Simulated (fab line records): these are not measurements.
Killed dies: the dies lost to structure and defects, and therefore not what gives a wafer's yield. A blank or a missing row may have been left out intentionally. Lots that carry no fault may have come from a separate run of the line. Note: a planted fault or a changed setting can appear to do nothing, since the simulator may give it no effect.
Chamber matching + flow n5 finfet + cvd co-02 running N5_BEOL_M0_PRE_CLEAN_131: 3 sister chambers
The step time 15 s. 6 wafers are shown with their chamber, then 11 later ones without.

WAFERS WITH THEIR CHAMBER
| wafer  | chamber | heater power w (W) |
|--------|---------|--------------------|
| L085.4 | 0       | 86                 |
| L085.5 | 2       | 97                 |
| L087.1 | 0       | 87                 |
| L087.2 | 2       | 98                 |
| L087.3 | 1       | 116                |
| L086.3 | 1       | 114                |

WAFERS WITH NO CHAMBER GIVEN
| wafer  | heater power w (W) |
|--------|--------------------|
| L086.4 | 93                 |
| L086.6 | 89                 |
| L090.3 | 116                |
| L090.4 | 95                 |
| L090.6 | 113                |
| L096.1 | 86                 |
| L096.3 | 113                |
| L096.5 | 94                 |
| L097.1 | 87                 |
| L097.2 | 97                 |
| L097.3 | 114                |

WHICH CHAMBER EACH WENT THROUGH
| wafer  | from the rows above | in truth |
|--------|---------------------|----------|
| L086.4 | 2                   | 2        |
| L086.6 | 0                   | 0        |
| L090.3 | 1                   | 1        |
| L090.4 | 2                   | 2        |
| L090.6 | 1                   | 1        |
| L096.1 | 0                   | 0        |
| L096.3 | 1                   | 1        |
| L096.5 | 2                   | 2        |
| L097.1 | 0                   | 0        |
| L097.2 | 2                   | 2        |
| L097.3 | 1                   | 1        |
Correct placement for 11 of the 11. Can't be placed from these rows: 0. Number placed wrongly: 0.
How it was worked out, from the rows above alone: a wafer's distance from a chamber is the root of the sum, over the readings, of the square of ((its reading less the chamber's mean) divided by the reading's scatter). The wafer belongs to the nearest chamber; if the next one is less than 2 further off, it can't be placed. For every chamber, the mean is computed from those of its wafers that are shown. How the scatter is found: for the shown wafers, subtract from each reading the mean of its chamber, square and add these, divide the total by (wafers less chambers), then take the root.
